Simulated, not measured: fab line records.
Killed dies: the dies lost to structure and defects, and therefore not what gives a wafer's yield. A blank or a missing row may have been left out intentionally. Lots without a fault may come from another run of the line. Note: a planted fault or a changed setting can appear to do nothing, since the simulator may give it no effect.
Matching of chambers / flow n5 finfet / N5_BEOL_M14_DEP_53 on pecvd-04: 3 sister chambers
The step deposits SiCN from 3MS/NH3, target thk 50 nm, time 17.8 s. 3 wafers are shown with their chamber, then 8 later ones without.

== WAFERS WITH THEIR CHAMBER ==
wafer=L081.5; chamber=0; showerhead plenum p Torr (Torr)=4.165
wafer=L085.1; chamber=2; showerhead plenum p Torr (Torr)=4.149
wafer=L088.1; chamber=1; showerhead plenum p Torr (Torr)=4.141

== WAFERS MISSING THEIR CHAMBER ==
wafer=L088.2; showerhead plenum p Torr (Torr)=4.138
wafer=L088.5; showerhead plenum p Torr (Torr)=4.161
wafer=L084.1; showerhead plenum p Torr (Torr)=4.127
wafer=L084.2; showerhead plenum p Torr (Torr)=4.134
wafer=L084.3; showerhead plenum p Torr (Torr)=4.162
wafer=L090.1; showerhead plenum p Torr (Torr)=4.158
wafer=L090.2; showerhead plenum p Torr (Torr)=4.133
wafer=L090.3; showerhead plenum p Torr (Torr)=4.132

== WHICH CHAMBER EACH WENT THROUGH ==
wafer=L088.2; from the rows above=can't be placed: 1 or 2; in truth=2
wafer=L088.5; from the rows above=can't be placed: 0 or 2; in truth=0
wafer=L084.1; from the rows above=can't be placed: 1 or 2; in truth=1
wafer=L084.2; from the rows above=can't be placed: 1 or 2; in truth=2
wafer=L084.3; from the rows above=can't be placed: 0 or 2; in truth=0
wafer=L090.1; from the rows above=can't be placed: 0 or 2 or 1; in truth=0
wafer=L090.2; from the rows above=can't be placed: 1 or 2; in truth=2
wafer=L090.3; from the rows above=can't be placed: 1 or 2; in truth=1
Correctly placed: 0 of 8. Cannot be placed on the basis of these rows: 8; the candidates contain the true chamber in 8. Number placed wrongly: 0.
How it was worked out, from the rows above alone: a wafer's distance from a chamber is the root of the sum, over the readings, of the square of ((its reading less the chamber's mean) divided by the reading's scatter). If the next closest chamber is less than 2 further off than the closest, the wafer can't be placed; otherwise it belongs to the closest. The mean given for a chamber averages the wafers shown for that chamber. The scatter: with one shown wafer a chamber, the root of the mean of the squares of how far each hidden wafer lies from its nearest shown one.
